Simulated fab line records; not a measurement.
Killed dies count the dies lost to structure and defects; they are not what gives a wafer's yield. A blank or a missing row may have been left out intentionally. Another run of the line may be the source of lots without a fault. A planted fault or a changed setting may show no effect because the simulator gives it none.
A lot that was struck, set against a sound lot :: flow nandHarc :: 16 steps out of a route of 1302
Sound: these wafers, L967.1, L967.5, L967.6. Struck: wafer L986.1. (L986.3 of the same lot was not struck and is left out.) The cause comes at the end.
For every step that has rows: the tool of each side, followed by ch and its chambers, followed by its first start. Under that, the readings that differ: sound wafers :: struck wafers :: difference of the means :: sigmas: that difference in standard deviations of wafers without a fault.
alike: same words and numbers on both sides, and readings whose means sit less than 2 such deviations apart. not compared: any withheld reading, any reading some wafer has no value for, any bound like >300 that may hide the same value, and any number with overlapping values for which the record gives no deviation.
A row with sigmas, a row that says differs or no value, or rows on one side alone: a step with any of these is where the two part. Numbers that don't overlap but have no deviation are shown without sigmas and don't part them. A reading that every wafer of one side lacks parts them only if that side has two wafers or more.

NHARC_A_ONON_D2_THK_MEAS_05: measures by ellipsometry.
  sound on filmMetro-02 at day 13 03:39; struck on filmMetro-02 at day 20 12:46
reading: thkNm (nm)
sound: 989 988 988
struck: 1011
difference: +23
sigmas: +2
then, 1 step without rows for these wafers: NHARC_A_ONON_D2_DEP_06 (target thk 1000 nm).
NHARC_A_ONON_D2_THK_MEAS_08: measures by ellipsometry.
  sound on filmMetro-02 at day 13 04:13; struck on filmMetro-02 at day 20 13:19
  alike: thkNm
then, 1 step without rows for these wafers: NHARC_A_ONON_D2_DEP_09 (target thk 1000 nm).
NHARC_A_ONON_D2_THK_MEAS_11: measures by ellipsometry.
  sound on filmMetro-01 at day 13 04:47; struck on filmMetro-01 at day 20 13:53
  alike: thkNm
then, 1 step without rows for these wafers: NHARC_A_ONON_D2_DEP_12 (target thk 1000 nm).
NHARC_A_ONON_D2_THK_MEAS_14: measures by ellipsometry.
  sound on filmMetro-02 at day 13 05:21; struck on filmMetro-02 at day 20 14:28
  alike: thkNm
then, 2 steps without rows for these wafers: NHARC_A_ONON_D2_ANNEAL_15 (time 3600 s); NHARC_A_ONON_D2_DEP_16 (target thk 1000 nm).
NHARC_A_ONON_D2_THK_MEAS_18: measures by ellipsometry.
  sound on filmMetro-02 at day 13 16:25; struck on filmMetro-02 at day 20 21:50
  alike: thkNm
then, 1 step without rows for these wafers: NHARC_A_ONON_D2_DEP_19 (target thk 1000 nm).
NHARC_A_ONON_D2_THK_MEAS_21: measures by ellipsometry.
  sound on filmMetro-01 at day 13 16:59; struck on filmMetro-02 at day 20 22:23
  alike: thkNm
NHARC_A_ONON_D2_DEP_22: target thk 1000 nm.
  sound on pecvdOnon-01 ch 0, day 13 17:02; struck on pecvdOnon-03 ch 0, day 20 22:26
NHARC_A_ONON_D2_THK_MEAS_24: measures by ellipsometry.
  sound on filmMetro-01 at day 13 17:34; struck on filmMetro-01 at day 20 22:57
reading: thkNm (nm)
sound: 1010 1011 1012
struck: 661
difference: -350
sigmas: -63
then, 1 step without rows for these wafers: NHARC_A_ONON_D2_DEP_25 (target thk 1000 nm).
-- break in the record here, with 12 days between the starts of the struck wafers on either side (left off in module A_ONON_D2, picked up again in module END, where the first step shown is number 1302 on the route) --
NHARC_END_SORT_01:
  the record has rows for the struck wafers here (prober-02 ch 0, day 32 23:49) and none for the sound ones

== WHERE THEY PART ==
First at NHARC_A_ONON_D2_THK_MEAS_05; last, within this record, at NHARC_END_SORT_01.

WHY: what the simulator had put in
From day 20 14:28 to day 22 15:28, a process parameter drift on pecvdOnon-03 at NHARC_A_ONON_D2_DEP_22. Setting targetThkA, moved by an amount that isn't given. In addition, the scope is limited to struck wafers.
